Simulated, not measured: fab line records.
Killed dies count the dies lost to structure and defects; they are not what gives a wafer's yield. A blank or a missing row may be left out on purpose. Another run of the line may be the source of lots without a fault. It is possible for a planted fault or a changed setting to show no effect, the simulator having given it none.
Matching of chambers || flow nand harc || NHARC_P_BONDPAD_STRIP_15 on rie diel-08 has 4 sister chambers
The step strips in O2. 8 wafers are shown with their chamber, then 7 later ones without.

WAFERS PAIRED WITH THEIR CHAMBERS
{"wafer": "L228.1", "chamber": 2, "drypump motor current A (A)": 5.96, "oes product au (a.u.)": 1.025}
{"wafer": "L229.2", "chamber": 1, "drypump motor current A (A)": 6.36, "oes product au (a.u.)": 0.997}
{"wafer": "L229.3", "chamber": 0, "drypump motor current A (A)": 5.97, "oes product au (a.u.)": 0.993}
{"wafer": "L231.1", "chamber": 1, "drypump motor current A (A)": 6.34, "oes product au (a.u.)": 1.001}
{"wafer": "L231.4", "chamber": 3, "drypump motor current A (A)": 5.64, "oes product au (a.u.)": 1.002}
{"wafer": "L231.6", "chamber": 3, "drypump motor current A (A)": 5.68, "oes product au (a.u.)": 1.002}
{"wafer": "L241.1", "chamber": 2, "drypump motor current A (A)": 5.96, "oes product au (a.u.)": 1.018}
{"wafer": "L241.3", "chamber": 0, "drypump motor current A (A)": 5.92, "oes product au (a.u.)": 1.002}

WAFERS WITHOUT THEIR CHAMBER
{"wafer": "L241.4", "drypump motor current A (A)": 5.65, "oes product au (a.u.)": 1.005}
{"wafer": "L244.1", "drypump motor current A (A)": 6.38, "oes product au (a.u.)": 1.000}
{"wafer": "L244.3", "drypump motor current A (A)": 5.99, "oes product au (a.u.)": 1.005}
{"wafer": "L244.5", "drypump motor current A (A)": 5.86, "oes product au (a.u.)": 1.000}
{"wafer": "L246.1", "drypump motor current A (A)": 5.96, "oes product au (a.u.)": 1.007}
{"wafer": "L246.5", "drypump motor current A (A)": 6.33, "oes product au (a.u.)": 0.999}
{"wafer": "L246.6", "drypump motor current A (A)": 5.86, "oes product au (a.u.)": 1.004}

THE CHAMBER EACH PASSED THROUGH
{"wafer": "L241.4", "from the rows above": 3, "in truth": 3}
{"wafer": "L244.1", "from the rows above": 1, "in truth": 1}
{"wafer": "L244.3", "from the rows above": "can't be placed: 0 or 2", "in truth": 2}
{"wafer": "L244.5", "from the rows above": 0, "in truth": 0}
{"wafer": "L246.1", "from the rows above": "can't be placed: 0 or 2", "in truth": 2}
{"wafer": "L246.5", "from the rows above": 1, "in truth": 1}
{"wafer": "L246.6", "from the rows above": "can't be placed: 0 or 2", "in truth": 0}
Correctly placed: 4 of 7. Can't be placed from these rows: 3 (the true chamber is among the candidates in 3). Placed wrongly: 0.
How it was worked out, from the rows above alone: a wafer's distance from a chamber is the root of the sum, over the readings, of the square of ((its reading less the chamber's mean) divided by the reading's scatter). The wafer belongs to the nearest chamber; if the next one is less than 2 further off, it can't be placed. A chamber's mean is the mean of its shown wafers. The scatter is the square root of a quotient: the sum, over the shown wafers, of each reading's squared deviation from its chamber's mean, divided by wafers minus chambers.
